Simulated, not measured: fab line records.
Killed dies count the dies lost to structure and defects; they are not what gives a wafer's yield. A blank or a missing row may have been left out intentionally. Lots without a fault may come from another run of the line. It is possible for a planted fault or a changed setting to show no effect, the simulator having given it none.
fab line records	flow nand-harc	part 1 of 2: steps 1 to 20 of 28
record lots=5	wafers=15	last-day=23
route steps=1159 shown A_CONTACT@851
lots untouched by any fault: they come from a run of this same line in which no faults occurred
start-h: the number of hours between the record's first day and the start of the first shown wafer of the lot	wait-h: hours since the lot's step before	" repeats the value in the row above	L1.1+2: one row covering several wafers at once	- either no value or no given start	* or withheld: withheld	< > ~ a bound
route shown NAME@n: names a module that has steps shown in the file, with the first one's number in the route	usual: average and standard deviation across the fault-free wafers	same: alike in all rows	chamber/n: place in a boat	sites: per-site readings	_std_site: standard deviation of those values	_edge_site: mean of outer sites minus mean of inner sites	radius-mm: how far each site lies from the wafer's centre	mask NAME#n: copy n	behind: the most recent tool/chamber to have shaped the wafer	hold: what put the lot on hold/how long, in hours/how the hold closed	device: which transistor (n, p or np) failed to switch	end of line: the route-end tests of the same wafers	a step with no rows: only its recipe	killed: dies lost to structure and defects at the first sort, not the wafer's yield	map: shows each die of a wafer: x if killed, . if not, _ if none is there
set.NAME: setting as actually run; set.NAME@STEP: the setting as run at that earlier step	model.NAME: the simulator's own value behind a step, which no gauge read
lots seen at some steps along the route; tables by step, rows by wafer
services: the hour from which a tool's chamber was out of use, counted from the record's first day as start-h (under 0 if before that day), plus the number of hours and why
## steps
# step NHARC_A_CONTACT_EXPOSE_39
# recipe na=1.35	sigma-outer=0.8	dose-mj=58.79	mask-id=A_CC_3
# usual stage-vel-mm-s=500.01/0.25
lot.wafer	tool	chamber	start-h	wait-h	mask	stage-vel-mm-s
L076.1	arfi-scanner-03	0	378.25	-	A_CC_3#0	500.21
L076.4	"	0	"	"	A_CC_3#0	499.70
L076.5	"	0	"	"	A_CC_3#0	499.83
L077.4	arfi-scanner-01	0	378.93	-	A_CC_3#0	500.49
L077.5	"	0	"	"	A_CC_3#0	500.28
L077.6	"	0	"	"	A_CC_3#0	500.45
L078.2	arfi-scanner-03	0	383.20	-	A_CC_3#0	500.49
L078.3	"	0	"	"	A_CC_3#0	500.35
L078.5	"	0	"	"	A_CC_3#0	499.98
L083.1	arfi-scanner-02	0	436.53	-	A_CC_3#0	499.72
L083.2	"	0	"	"	A_CC_3#0	500.05
L083.3	"	0	"	"	A_CC_3#0	499.91
L094.4	arfi-scanner-02	0	478.93	-	A_CC_3#0	499.93
L094.5	"	0	"	"	A_CC_3#0	500.30
L094.6	"	0	"	"	A_CC_3#0	500.25
# step NHARC_A_CONTACT_PEB_40
# recipe peb-temp-c=100	peb-time-s=65
# usual heater-power-total-W=156.7/0.42
lot.wafer	tool	chamber	start-h	wait-h	heater-power-total-W
L076.1	litho-track-01	0	378.31	0.1	156.3
L076.4	"	0	"	"	157.1
L076.5	"	0	"	"	156.5
L077.4	litho-track-01	0	378.98	0.0	156.6
L077.5	"	0	"	"	156.1
L077.6	"	0	"	"	156.3
L078.2	litho-track-04	0	383.26	0.1	156.9
L078.3	"	0	"	"	157.1
L078.5	"	0	"	"	157.0
L083.1	litho-track-04	0	436.59	0.1	156.8
L083.2	"	0	"	"	156.9
L083.3	"	0	"	"	157.2
L094.4	litho-track-06	0	478.98	0.0	157.1
L094.5	"	0	"	"	156.0
L094.6	"	0	"	"	156.5
# step NHARC_A_CONTACT_DEVELOP_41
# recipe develop-time-s=35	dev-temp-c=23
lot.wafer	tool	chamber	start-h	wait-h
L076.1+4+5	litho-track-01	0	-	-
L077.4+5+6	litho-track-01	0	-	-
L078.2+3+5	litho-track-04	0	-	-
L083.1+2+3	litho-track-04	0	-	-
L094.4+5+6	litho-track-06	0	-	-
# step NHARC_A_CONTACT_CD_MEAS_42
# recipe target-cd-nm=200	landing-energy-ev=500
# usual cd-nm=200.4/0.65
lot.wafer	tool	chamber	start-h	wait-h	cd-nm
L076.1	cd-sem-03	0	378.39	-	201.3
L076.4	"	0	"	"	199.9
L076.5	"	0	"	"	199.7
L077.4	cd-sem-02	0	379.07	-	199.7
L077.5	"	0	"	"	200.7
L077.6	"	0	"	"	200.2
L078.2	cd-sem-02	0	383.34	-	201.3
L078.3	"	0	"	"	200.7
L078.5	"	0	"	"	200.1
L083.1	cd-sem-03	0	436.67	-	200.3
L083.2	"	0	"	"	200.1
L083.3	"	0	"	"	199.3
L094.4	cd-sem-01	0	479.07	-	200.1
L094.5	"	0	"	"	200.3
L094.6	"	0	"	"	200.9
# step NHARC_A_CONTACT_OVL_MEAS_43
# usual overlay-x-nm=-0.2/0.85	overlay-y-nm=0.0/0.82
lot.wafer	tool	chamber	start-h	wait-h	overlay-x-nm	overlay-y-nm
L076.1	overlay-02	-	378.48	-	-1.2	0.0
L076.4	"	-	"	"	-0.8	-0.5
L076.5	"	-	"	"	-1.2	0.6
L077.4	overlay-02	-	379.15	-	0.7	1.4
L077.5	"	-	"	"	0.4	1.5
L077.6	"	-	"	"	0.6	1.2
L078.2	overlay-02	-	383.43	-	-1.3	-1.2
L078.3	"	-	"	"	-1.8	-0.3
L078.5	"	-	"	"	-0.9	-1.3
L083.1	overlay-02	-	436.76	-	2.1	1.7
L083.2	"	-	"	"	1.5	1.4
L083.3	"	-	"	"	1.5	1.4
L094.4	overlay-02	-	479.15	-	-0.3	-0.5
L094.5	"	-	"	"	0.2	0.2
L094.6	"	-	"	"	-0.3	-0.5
# step NHARC_A_CONTACT_INSPECT_44
# usual raw-defect-count=28/14
lot.wafer	tool	chamber	start-h	wait-h	raw-defect-count
L076.1	defect-inspect-02	-	378.52	0.0	17
L076.4	"	-	"	"	20
L076.5	"	-	"	"	20
L077.4	defect-inspect-01	-	379.19	0.0	26
L077.5	"	-	"	"	27
L077.6	"	-	"	"	25
L078.2	defect-inspect-01	-	383.47	0.0	8
L078.3	"	-	"	"	5
L078.5	"	-	"	"	10
L083.1	defect-inspect-02	-	436.80	0.0	23
L083.2	"	-	"	"	25
L083.3	"	-	"	"	28
L094.4	defect-inspect-02	-	479.18	0.0	25
L094.5	"	-	"	"	17
L094.6	"	-	"	"	22
# step NHARC_A_CONTACT_DESCUM_47
# recipe time-s=3	o2-flow-sccm=200	ar-flow-sccm=0	bias-power-w=0	chemistry=O2
# usual drypump-motor-current-A=5.6/0.55	oes-product-au=1.006/0.013	rf-vpp-V=57.6/0.96	showerhead-plenum-p-Torr=1.88/0.071	throttle-valve-pct=11.310/0.0083
lot.wafer	tool	chamber	start-h	wait-h	drypump-motor-current-A	oes-product-au	rf-hours-counter-h	rf-vpp-V	showerhead-plenum-p-Torr	throttle-valve-pct
L076.4	rie-diel-03	3	378.60	0.1	6.1	1.012	61	59.8	1.88	11.304
L076.1	"	0	"	"	5.1	1.014	60	57.7	1.89	11.297
L076.5	"	1	"	"	4.9	0.997	-	57.8	1.94	11.317
L077.4	rie-diel-12	1	379.27	0.1	5.9	0.998	61	57.2	1.83	11.322
L077.5	"	2	"	"	6.1	0.981	-	58.7	2.00	11.309
L077.6	"	3	"	"	5.3	1.001	-	57.0	1.94	11.311
L078.3	rie-diel-03	3	383.54	0.1	6.1	1.017	64	58.1	1.88	11.322
L078.2	"	0	"	"	5.1	1.023	63	58.7	1.89	11.301
L078.5	"	3	"	"	6.1	1.022	-	57.2	1.88	11.326
L083.2	rie-diel-10	3	436.86	0.1	5.5	0.989	15	56.1	1.80	11.314
L083.1	"	0	"	"	5.3	1.005	13	58.0	1.96	11.293
L083.3	"	2	"	"	5.3	1.014	14	56.9	1.77	11.295
L094.4	rie-diel-10	1	479.25	0.1	6.7	1.017	22	57.3	1.86	11.322
L094.5	"	0	"	"	5.2	1.014	-	57.9	1.96	11.314
L094.6	"	1	"	"	6.7	1.019	-	58.9	1.86	11.303
# step NHARC_A_CONTACT_ETCH_48
# recipe target-depth-a=390	over-etch-frac=0.3	time-s=65	ion-energy-ev=80	cf4-flow-sccm=150	ar-flow-sccm=0	rf-w=300	bias-w=100	chemistry=CF4
# usual bias-w=99.97/0.27	drypump-motor-current-A=5.6/0.55	oes-product-au=1.006/0.014	rf-vpp-V=151.0/1.3	showerhead-plenum-p-Torr=1.74/0.062	throttle-valve-pct=13.283/0.0095
lot.wafer	tool	chamber	start-h	wait-h	bias-w	drypump-motor-current-A	oes-product-au	rf-hours-counter-h	rf-vpp-V	showerhead-plenum-p-Torr	throttle-valve-pct
L076.1	rie-diel-03	2	378.67	0.1	100.23	5.2	1.005	59	151.4	1.81	13.273
L076.4	"	3	"	"	99.91	6.0	1.020	61	151.3	1.74	13.279
L076.5	"	1	"	"	99.34	4.9	1.000	-	151.9	1.79	13.274
L077.4	rie-diel-12	2	379.39	0.1	99.95	6.1	0.978	60	152.6	1.84	13.265
L077.6	"	1	"	"	100.47	5.9	1.011	-	150.6	1.70	13.293
L077.5	"	2	"	"	99.72	6.1	0.981	-	152.5	1.84	13.259
L078.2	rie-diel-03	1	383.61	0.1	100.07	4.9	0.997	58	152.6	1.79	13.263
L078.3	"	3	"	"	100.17	6.0	1.018	64	152.7	1.74	13.288
L078.5	"	2	"	"	100.02	5.2	0.993	-	152.5	1.81	13.295
L083.3	rie-diel-10	3	436.94	0.1	99.85	5.5	0.997	15	148.7	1.67	13.296
L083.1	"	0	"	"	99.99	5.3	1.019	13	150.8	1.81	13.276
L083.2	"	2	"	"	100.27	5.3	1.013	14	148.8	1.65	13.273
L094.4	rie-diel-10	1	479.34	0.1	99.96	6.7	1.024	22	150.1	1.73	13.291
L094.5	"	0	"	"	99.80	5.2	1.012	-	151.0	1.81	13.281
L094.6	"	1	"	"	100.31	6.7	1.019	-	150.9	1.73	13.262
# step NHARC_A_CONTACT_ETCH_49
# recipe target-depth-a=2600	over-etch-frac=0.3	time-s=475.3	ion-energy-ev=200	n2-flow-sccm=150	h2-flow-sccm=150	ar-flow-sccm=0	rf-w=400	bias-w=150	chemistry=N2/H2
# usual bias-w=150.0/0.42	drypump-motor-current-A=5.7/0.56	oes-product-au=1.006/0.014	rf-vpp-V=429.4/2.4	showerhead-plenum-p-Torr=2.00/0.079	throttle-valve-pct=14.172/0.0081
lot.wafer	tool	chamber	start-h	wait-h	bias-w	drypump-motor-current-A	oes-product-au	rf-hours-counter-h	rf-vpp-V	showerhead-plenum-p-Torr	throttle-valve-pct
L076.1	rie-diel-03	0	-	-	149.6	5.1	1.025	60	429.9	2.01	14.167
L076.4	"	1	"	"	148.8	4.9	1.008	55	431.6	2.07	14.178
L076.5	"	2	"	"	150.7	5.2	1.012	-	432.0	2.09	14.187
L077.4	rie-diel-12	2	-	-	150.5	6.1	0.970	60	434.5	2.14	14.185
L077.5	"	1	"	"	150.0	5.9	0.996	-	428.1	1.95	14.182
L077.6	"	2	"	"	150.0	6.1	0.963	-	432.2	2.14	14.181
L078.3	rie-diel-03	1	-	-	150.0	4.9	0.995	58	431.1	2.07	14.176
L078.2	"	2	"	"	149.5	5.2	1.001	62	432.1	2.09	14.158
L078.5	"	2	"	"	150.1	5.2	0.998	-	430.6	2.09	14.176
L083.3	rie-diel-10	2	-	-	150.3	5.3	1.017	14	426.3	1.88	14.170
L083.2	"	3	"	"	150.3	5.5	0.995	15	427.1	1.92	14.169
L083.1	"	0	"	"	150.1	5.3	1.010	13	432.1	2.09	14.162
L094.4	rie-diel-10	0	-	-	149.8	5.3	1.019	21	431.5	2.09	14.171
L094.5	"	3	"	"	149.7	5.5	0.983	-	425.3	1.92	14.160
L094.6	"	0	"	"	150.1	5.3	1.009	-	432.4	2.09	14.174
# step NHARC_A_CONTACT_ETCH_50
# recipe target-depth-a=847	time-s=42.4	cf4-flow-sccm=100	chf3-flow-sccm=30	ar-flow-sccm=0	rf-w=500	bias-w=200	chemistry=CF4/CHF3
# usual bias-w=200.0/0.66	drypump-motor-current-A=5.6/0.57	oes-product-au=0.963/0.028	rf-vpp-V=369.5/2	showerhead-plenum-p-Torr=1.54/0.055	throttle-valve-pct=16.801/0.0097
lot.wafer	tool	chamber	start-h	wait-h	bias-w	drypump-motor-current-A	oes-product-au	rf-hours-counter-h	rf-vpp-V	showerhead-plenum-p-Torr	throttle-valve-pct
L076.4	rie-diel-03	2	-	-	199.9	5.2	0.929	59	371.1	1.61	16.804
L076.1	"	3	"	"	200.2	6.1	0.942	62	370.4	1.55	16.800
L076.5	"	1	"	"	199.2	4.9	0.923	-	370.6	1.59	16.804
L077.4	rie-diel-10	0	379.90	-	200.3	5.3	1.013	4	371.8	1.62	16.795
L077.5	"	2	"	"	199.3	5.3	1.005	-	366.2	1.47	16.795
L077.6	"	3	"	"	201.3	5.5	0.989	-	368.1	1.49	16.805
L078.2	rie-diel-03	3	-	-	201.3	6.0	0.938	66	370.7	1.55	16.802
L078.3	"	1	"	"	200.7	4.9	0.924	60	372.0	1.59	16.789
L078.5	"	0	"	"	200.1	5.1	0.946	-	370.3	1.55	16.766
L083.3	rie-diel-10	2	-	-	200.5	5.3	0.989	15	366.5	1.46	16.780
L083.2	"	3	"	"	200.3	5.5	0.957	15	369.2	1.49	16.795
L083.1	"	0	"	"	199.5	5.3	0.972	13	370.8	1.61	16.798
L094.4	rie-diel-10	2	-	-	200.9	5.3	1.000	21	367.3	1.46	16.804
L094.6	"	1	"	"	200.0	6.8	0.980	-	370.1	1.53	16.788
L094.5	"	2	"	"	201.3	5.4	1.000	-	365.9	1.46	16.786
# step NHARC_A_CONTACT_ETCH_51
# recipe target-depth-a=36000	over-etch-frac=0.3	time-s=936	ion-energy-ev=150	o2-flow-sccm=400	cos-flow-sccm=20	ar-flow-sccm=0	rf-w=500	bias-w=300	chemistry=O2/COS
# usual bias-w=300.0/0.83	drypump-motor-current-A=5.6/0.58	oes-product-au=1.008/0.014	rf-vpp-V=313.2/1.8	showerhead-plenum-p-Torr=3.07/0.11	throttle-valve-pct=28.330/0.009
lot.wafer	tool	chamber	start-h	wait-h	bias-w	drypump-motor-current-A	oes-product-au	rf-hours-counter-h	rf-vpp-V	showerhead-plenum-p-Torr	throttle-valve-pct
L076.1	rie-diel-03	2	-	-	300.5	5.2	1.011	59	314.7	3.20	28.327
L076.4	"	0	"	"	301.1	5.1	1.007	60	311.9	3.08	28.341
L076.5	"	2	"	"	300.5	5.2	1.004	-	315.1	3.20	28.332
L077.4	rie-diel-10	2	-	-	299.3	5.3	1.008	4	311.4	2.91	28.323
L077.6	"	0	"	"	300.1	5.3	1.009	-	314.9	3.20	28.327
L077.5	"	1	"	"	299.3	6.8	1.012	-	314.1	3.05	28.320
L078.2	rie-diel-03	0	-	-	301.1	5.1	1.019	64	313.3	3.08	28.333
L078.3	"	2	"	"	300.5	5.2	0.999	64	315.1	3.19	28.343
L078.5	"	1	"	"	299.2	4.9	1.000	-	315.0	3.16	28.330
L083.2	rie-diel-10	0	-	-	300.0	5.3	1.017	13	314.6	3.20	28.349
L083.1	"	1	"	"	300.8	6.8	1.018	15	311.8	3.05	28.315
L083.3	"	3	"	"	300.1	5.5	0.996	15	310.3	2.95	28.323
L094.4	rie-diel-10	2	-	-	301.4	5.3	1.017	21	311.7	2.90	28.319
L094.6	"	3	"	"	301.2	5.5	0.980	-	310.8	2.95	28.339
L094.5	"	0	"	"	299.1	5.3	1.008	-	314.5	3.20	28.342
# step NHARC_A_CONTACT_ETCH_111
# recipe source-w=withheld	pressure-mtorr=20	bias-v=withheld	time-s=140	target-depth-a=7000	ar-flow-sccm=withheld	c4f8-flow-sccm=withheld	o2-flow-sccm=withheld	chemistry=C4F8/O2/Ar
lot.wafer	tool	chamber	start-h	wait-h	rf-hours-counter-h
L076.1	har-cap-etch-03	0	379.84	-	82
L076.4	"	1	"	"	-
L076.5	"	0	"	"	-
L077.4	har-cap-etch-02	0	380.71	-	-
L077.6	"	0	"	"	-
L077.5	"	1	"	"	-
L078.2	har-cap-etch-02	0	386.44	-	12
L078.3	"	0	"	"	-
L078.5	"	1	"	"	-
L083.1	har-cap-etch-03	0	438.12	-	94
L083.2	"	1	"	"	94
L083.3	"	1	"	"	-
L094.4	har-cap-etch-01	1	480.60	-	-
L094.6	"	0	"	"	-
L094.5	"	1	"	"	-
# step NHARC_A_CONTACT_ETCH_112
# recipe source-w=withheld	pressure-mtorr=20	bias-v=3000	time-s=94	target-depth-a=9220	ar-flow-sccm=withheld	c4f8-flow-sccm=withheld	o2-flow-sccm=withheld	chemistry=C4F8/O2/Ar
lot.wafer	tool	chamber	start-h	wait-h	rf-hours-counter-h
L076.1	har-cap-etch-03	0	380.04	0.2	82
L076.4	"	1	"	"	-
L076.5	"	0	"	"	-
L077.4	har-cap-etch-02	0	380.88	0.1	-
L077.6	"	0	"	"	-
L077.5	"	1	"	"	-
L078.2	har-cap-etch-02	0	386.62	0.1	12
L078.3	"	0	"	"	-
L078.5	"	1	"	"	-
L083.1	har-cap-etch-03	0	438.32	0.2	94
L083.2	"	1	"	"	94
L083.3	"	1	"	"	-
L094.4	har-cap-etch-01	1	480.74	0.1	-
L094.6	"	0	"	"	-
L094.5	"	1	"	"	-
# step NHARC_A_CONTACT_ETCH_113
# recipe source-w=withheld	pressure-mtorr=20	bias-v=3000	time-s=94	target-depth-a=9220	ar-flow-sccm=withheld	c4f8-flow-sccm=withheld	o2-flow-sccm=withheld	chemistry=C4F8/O2/Ar
lot.wafer	tool	chamber	start-h	wait-h	rf-hours-counter-h
L076.1	har-cap-etch-03	0	380.13	0.1	83
L076.4	"	1	"	"	-
L076.5	"	0	"	"	-
L077.4	har-cap-etch-02	0	380.97	0.1	-
L077.6	"	0	"	"	-
L077.5	"	1	"	"	-
L078.2	har-cap-etch-02	0	386.71	0.1	12
L078.3	"	0	"	"	-
L078.5	"	1	"	"	-
L083.1	har-cap-etch-03	0	438.41	0.1	94
L083.2	"	1	"	"	94
L083.3	"	1	"	"	-
L094.4	har-cap-etch-01	1	480.83	0.1	-
L094.6	"	0	"	"	-
L094.5	"	1	"	"	-
# step NHARC_A_CONTACT_ETCH_114
# recipe source-w=withheld	pressure-mtorr=20	bias-v=3000	time-s=94	target-depth-a=9220	ar-flow-sccm=withheld	c4f8-flow-sccm=withheld	o2-flow-sccm=withheld	chemistry=C4F8/O2/Ar
lot.wafer	tool	chamber	start-h	wait-h	rf-hours-counter-h
L076.1	har-cap-etch-03	0	380.23	0.1	83
L076.4	"	1	"	"	-
L076.5	"	0	"	"	-
L077.4	har-cap-etch-02	0	381.06	0.1	-
L077.6	"	0	"	"	-
L077.5	"	1	"	"	-
L078.2	har-cap-etch-02	0	386.80	0.1	12
L078.3	"	0	"	"	-
L078.5	"	1	"	"	-
L083.1	har-cap-etch-03	0	438.50	0.1	94
L083.2	"	1	"	"	94
L083.3	"	1	"	"	-
L094.4	har-cap-etch-01	1	480.92	0.1	-
L094.6	"	0	"	"	-
L094.5	"	1	"	"	-
# step NHARC_A_CONTACT_ETCH_115
# recipe source-w=withheld	pressure-mtorr=20	bias-v=3000	time-s=94	target-depth-a=9220	ar-flow-sccm=withheld	c4f8-flow-sccm=withheld	o2-flow-sccm=withheld	chemistry=C4F8/O2/Ar
lot.wafer	tool	chamber	start-h	wait-h	rf-hours-counter-h
L076.1	har-cap-etch-03	0	380.32	0.1	83
L076.4	"	1	"	"	-
L076.5	"	0	"	"	-
L077.4	har-cap-etch-02	0	381.15	0.1	-
L077.6	"	0	"	"	-
L077.5	"	1	"	"	-
L078.2	har-cap-etch-02	0	386.90	0.1	12
L078.3	"	0	"	"	-
L078.5	"	1	"	"	-
L083.1	har-cap-etch-03	0	438.59	0.1	94
L083.2	"	1	"	"	94
L083.3	"	1	"	"	-
L094.4	har-cap-etch-01	1	481.02	0.1	-
L094.6	"	0	"	"	-
L094.5	"	1	"	"	-
# step NHARC_A_CONTACT_ETCH_116
# recipe source-w=withheld	pressure-mtorr=20	bias-v=3000	time-s=94	target-depth-a=9220	ar-flow-sccm=withheld	c4f8-flow-sccm=withheld	o2-flow-sccm=withheld	chemistry=C4F8/O2/Ar
lot.wafer	tool	chamber	start-h	wait-h	rf-hours-counter-h
L076.1	har-cap-etch-03	0	380.41	0.1	83
L076.4	"	1	"	"	-
L076.5	"	0	"	"	-
L077.4	har-cap-etch-02	0	381.24	0.1	-
L077.6	"	0	"	"	-
L077.5	"	1	"	"	-
L078.2	har-cap-etch-02	0	387.02	0.1	12
L078.3	"	0	"	"	-
L078.5	"	1	"	"	-
L083.1	har-cap-etch-03	0	438.68	0.1	94
L083.2	"	1	"	"	94
L083.3	"	1	"	"	-
L094.4	har-cap-etch-01	1	481.11	0.1	-
L094.6	"	0	"	"	-
L094.5	"	1	"	"	-
# step NHARC_A_CONTACT_ETCH_117
# recipe source-w=withheld	pressure-mtorr=20	bias-v=3000	time-s=94	target-depth-a=9220	ar-flow-sccm=withheld	c4f8-flow-sccm=withheld	o2-flow-sccm=withheld	chemistry=C4F8/O2/Ar
lot.wafer	tool	chamber	start-h	wait-h	rf-hours-counter-h
L076.1	har-cap-etch-03	0	380.50	0.1	83
L076.4	"	1	"	"	-
L076.5	"	0	"	"	-
L077.4	har-cap-etch-02	0	381.33	0.1	-
L077.6	"	0	"	"	-
L077.5	"	1	"	"	-
L078.2	har-cap-etch-02	0	387.14	0.1	12
L078.3	"	0	"	"	-
L078.5	"	1	"	"	-
L083.1	har-cap-etch-03	0	438.77	0.1	94
L083.2	"	1	"	"	94
L083.3	"	1	"	"	-
L094.4	har-cap-etch-01	1	481.20	0.1	-
L094.6	"	0	"	"	-
L094.5	"	1	"	"	-
# step NHARC_A_CONTACT_ETCH_118
# recipe source-w=withheld	pressure-mtorr=20	bias-v=3000	time-s=94	target-depth-a=9220	ar-flow-sccm=withheld	c4f8-flow-sccm=withheld	o2-flow-sccm=withheld	chemistry=C4F8/O2/Ar
lot.wafer	tool	chamber	start-h	wait-h	rf-hours-counter-h
L076.1	har-cap-etch-03	0	380.59	0.1	83
L076.4	"	1	"	"	-
L076.5	"	0	"	"	-
L077.4	har-cap-etch-02	0	381.42	0.1	-
L077.6	"	0	"	"	-
L077.5	"	1	"	"	-
L078.2	har-cap-etch-02	0	387.26	0.1	12
L078.3	"	0	"	"	-
L078.5	"	1	"	"	-
L083.1	har-cap-etch-03	0	438.87	0.1	94
L083.2	"	1	"	"	94
L083.3	"	1	"	"	-
L094.4	har-cap-etch-01	1	481.29	0.1	-
L094.6	"	0	"	"	-
L094.5	"	1	"	"	-
# step NHARC_A_CONTACT_ETCH_119
# recipe source-w=withheld	pressure-mtorr=20	bias-v=3000	time-s=94	target-depth-a=9220	ar-flow-sccm=withheld	c4f8-flow-sccm=withheld	o2-flow-sccm=withheld	chemistry=C4F8/O2/Ar
lot.wafer	tool	chamber	start-h	wait-h	rf-hours-counter-h
L076.1	har-cap-etch-03	0	380.68	0.1	83
L076.4	"	1	"	"	-
L076.5	"	0	"	"	-
L077.4	har-cap-etch-02	0	381.51	0.1	-
L077.6	"	0	"	"	-
L077.5	"	1	"	"	-
L078.2	har-cap-etch-02	0	387.38	0.1	13
L078.3	"	0	"	"	-
L078.5	"	1	"	"	-
L083.1	har-cap-etch-03	0	438.96	0.1	94
L083.2	"	1	"	"	94
L083.3	"	1	"	"	-
L094.4	har-cap-etch-01	1	481.38	0.1	-
L094.6	"	0	"	"	-
L094.5	"	1	"	"	-
